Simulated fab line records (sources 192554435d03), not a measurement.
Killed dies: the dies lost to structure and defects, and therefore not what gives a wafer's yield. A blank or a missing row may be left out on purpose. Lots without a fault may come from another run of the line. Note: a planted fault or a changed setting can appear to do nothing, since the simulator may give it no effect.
Comparing a struck lot with a sound one + flow n5Finfet + 38 out of 1938 route steps
Sound: these wafers, L985.1, L985.4, L985.6. Struck: wafer L994.6 (L994.3, L994.4, from the same lot, were not struck and are left out); the cause is given at the end.
Per side, at each step with rows, come the tool, then ch with its chambers, and then its first start. Under that, the readings that differ: sound wafers + struck wafers + difference of the means + sigmas: that difference in standard deviations of wafers without a fault.
alike: words and numbers the same on both sides, and readings whose means are apart by under 2 such deviations; not compared: readings that were withheld, readings missing a value for some wafer, numbers with overlapping values and no deviation given by the record, and bounds like >300 which may hide the same value.
The two part at a step that has a row with sigmas, a row that says differs or no value, or rows on one side only. Numbers that don't overlap but have no deviation are shown without sigmas and don't part them. Lack of a reading on every wafer of one side parts them only where that side has two or more wafers.

first, 9 steps without rows for these wafers: N5_MOL_CONTACT_COAG_SRD_128 (dry time 32 s); N5_MOL_CONTACT_COAG_CMP_52 (polishes, stops on SiO2, t overpolish 1.5 s, target thk 66.5 nm); N5_MOL_CONTACT_COAG_ANNEAL_112 (time 1800 s); N5_BEOL_M0_SAQP_PECVD_00 (deposits SiCN from 3MS/NH3, target thk 8 nm, time 14 s); N5_BEOL_M0_SAQP_ILD_DEP_01 (deposits SiOC from DEMS/O2, target thk 45.419 nm, time 8.7 s); N5_BEOL_M0_SAQP_HM_DEP_02 (deposits TiN, target thk 12 nm); N5_BEOL_M0_SAQP_PECVD_03 (deposits SiCN from 3MS/NH3, target thk 12 nm, time 21.1 s); N5_BEOL_M0_SAQP_PECVD_96 (deposits a-Si from SiH4/He, target thk 45 nm, time 45.2 s); N5_BEOL_M0_SAQP_PECVD_97 (deposits SiNx from SiH4/NH3/N2, target thk 23 nm, time 19.9 s).
N5_BEOL_M0_SAQP_PECVD_04: deposits a-Si from SiH4/He, target thk 60 nm, time 60.2 s.
  sound on pecvd-01 ch 0,2, day 9 00:18; struck on pecvd-01 ch 1, day 11 03:55
| reading                                        | sound          | struck | difference | sigmas |
|------------------------------------------------|----------------|--------|------------|--------|
| model.a-Si_of_BEOL_M0_SAQP_PECVD_04.thkNm (nm) | 59.4 61.2 61.2 | 89.4   | +28.8      |        |
  alike: heaterPowerW, showerheadPlenumPTorr, showerheadVppV, throttleValvePct
N5_BEOL_M0_SAQP_THK_MEAS_05:
  sound on filmMetro-01, day 9 00:24; struck on filmMetro-01, day 11 04:01
| reading    | sound          | struck | difference | sigmas |
|------------|----------------|--------|------------|--------|
| thkNm (nm) | 59.4 61.1 61.2 | 89.5   | +28.9      | +34    |
then, 15 steps without rows for these wafers: N5_BEOL_M0_SAQP_HM_DEP_111 (deposits SiO2 from SiH4/N2O, target thk 12 nm, time 7.2 s); N5_BEOL_M0_SAQP_COAT_81 (time 60 s, resist thk 100 nm); N5_BEOL_M0_SAQP_COAT_82 (time 60 s, resist thk 30 nm); N5_BEOL_M0_SAQP_COAT_08 (resist thk 90 nm); N5_BEOL_M0_SAQP_EBR_10; N5_BEOL_M0_SAQP_SOFTBAKE_09 (time 60 s); N5_BEOL_M0_SAQP_EXPOSE_11 (exposes mask M0 CORE, target cd 42 nm); N5_BEOL_M0_SAQP_PEB_12 (peb time 60 s); N5_BEOL_M0_SAQP_DEVELOP_13 (develop time 30 s); N5_BEOL_M0_SAQP_DESCUM_19 (chemistry O2, time 7.9 s); N5_BEOL_M0_SAQP_ETCH_83 (etches SiARC in CF4, target depth 39 nm, time 65 s); N5_BEOL_M0_SAQP_ETCH_84 (etches SOC in N2/H2, target depth 100 nm, overetch 20 nm, time 150 s); N5_BEOL_M0_SAQP_STRIP_80 (strips in N2/H2); N5_BEOL_M0_SAQP_HM_OPEN_112 (chemistry CHF3/O2, target SiO2, stops on a-Si, target depth 12 nm, time 13.5 s); N5_BEOL_M0_SAQP_STRIP_113 (strips in CHF3/O2).
N5_BEOL_M0_SAQP_MANDREL_ETCH_20: etches a-Si in HBr/Cl2, stops on SiNx, target depth 60 nm, bt time 10 s, time 30 s.
  sound on rieSi-01 ch 0,2, day 9 01:21; struck on rieSi-02 ch 0, day 11 04:52
| reading                 | sound             | struck | difference | sigmas |
|-------------------------|-------------------|--------|------------|--------|
| oesProductAu (a.u.)     | 0.771 0.787 0.796 | 0.967  | +0.182     | +12    |
| model.etch.depthNm (nm) | 59.45 61.09 61.25 | 88.31  | +27.71     |        |
  alike: drypumpMotorCurrentA, throttleValvePct
  not compared: rfHoursCounterH
then, 5 steps without rows for these wafers: N5_BEOL_M0_SAQP_STRIP_86 (strips in N2/H2); N5_BEOL_M0_SAQP_STRIP_115 (strips in post etch residue remover, time 60 s); N5_BEOL_M0_SAQP_SRD_93 (time 30 s); N5_BEOL_M0_SAQP_RECESS_114 (chemistry HF/NH3, target SiO2, target depth 14.4 nm, afs cycles 3, sublimation time 60 s); N5_BEOL_M0_SAQP_SPACER1_ALD_98 (deposits SiO2, target thk 12.8 nm, pulse time 1 s, purge time 2 s).
N5_BEOL_M0_SAQP_SPACER1_ETCHBACK_99: etches SiO2 in CHF3/O2, target depth 15.4 nm, time 7.7 s.
  sound on rieDiel-02 ch 1,2,3, day 9 02:55; struck on rieDiel-01 ch 1, day 11 05:57
| reading                                        | sound             | struck | difference | sigmas |
|------------------------------------------------|-------------------|--------|------------|--------|
| throttleValvePct (%)                           | 18.83 19.10 18.94 | 18.33  | -0.63      | -3     |
| model.a-Si_of_BEOL_M0_SAQP_PECVD_04.thkNm (nm) | 58.8 60.4 60.6    | 88.8   | +28.9      |        |
  alike: drypumpMotorCurrentA, oes_f_703_au, oesProductAu, rfVppV, showerheadPlenumPTorr
  not compared: rfHoursCounterH
then, 2 steps without rows for these wafers: N5_BEOL_M0_SAQP_MANDREL1_REMOVE_100 (chemistry HBr/Cl2/O2, target a-Si, stops on SiNx, bt time 10 s); N5_BEOL_M0_SAQP_ETCH_101 (etches SiNx in CH3F/O2, target depth 29.9 nm, time 42.7 s).
N5_BEOL_M0_SAQP_INSPECT_42: inspects for defects (brightfield).
  sound on defectInspect-02, day 9 05:31; struck on defectInspect-01, day 11 08:37
| reading        | sound       | struck | difference | sigmas |
|----------------|-------------|--------|------------|--------|
| rawDefectCount | 433 243 338 | 1653   | +1315      | +15    |
N5_BEOL_M4_RC_MEAS_101:
  the record has rows for the sound wafers here (prober-01 ch 0, day 11 04:42) and none for the struck ones
-- record jumps: 6 days separate the struck wafers' starts on either side; left off in module BEOL_M4, taken up again in module PASSIVATION, whose first shown step is the route's number 1936 --
N5_PASSIVATION_PROBE_49:
  record: rows for the struck wafers here (prober-01, day 17 20:26), none for the sound ones

WHERE THEY PART
At N5_BEOL_M0_SAQP_THK_MEAS_05 first; at N5_PASSIVATION_PROBE_49 last (within this record only).

WHY: the cause the simulator had injected
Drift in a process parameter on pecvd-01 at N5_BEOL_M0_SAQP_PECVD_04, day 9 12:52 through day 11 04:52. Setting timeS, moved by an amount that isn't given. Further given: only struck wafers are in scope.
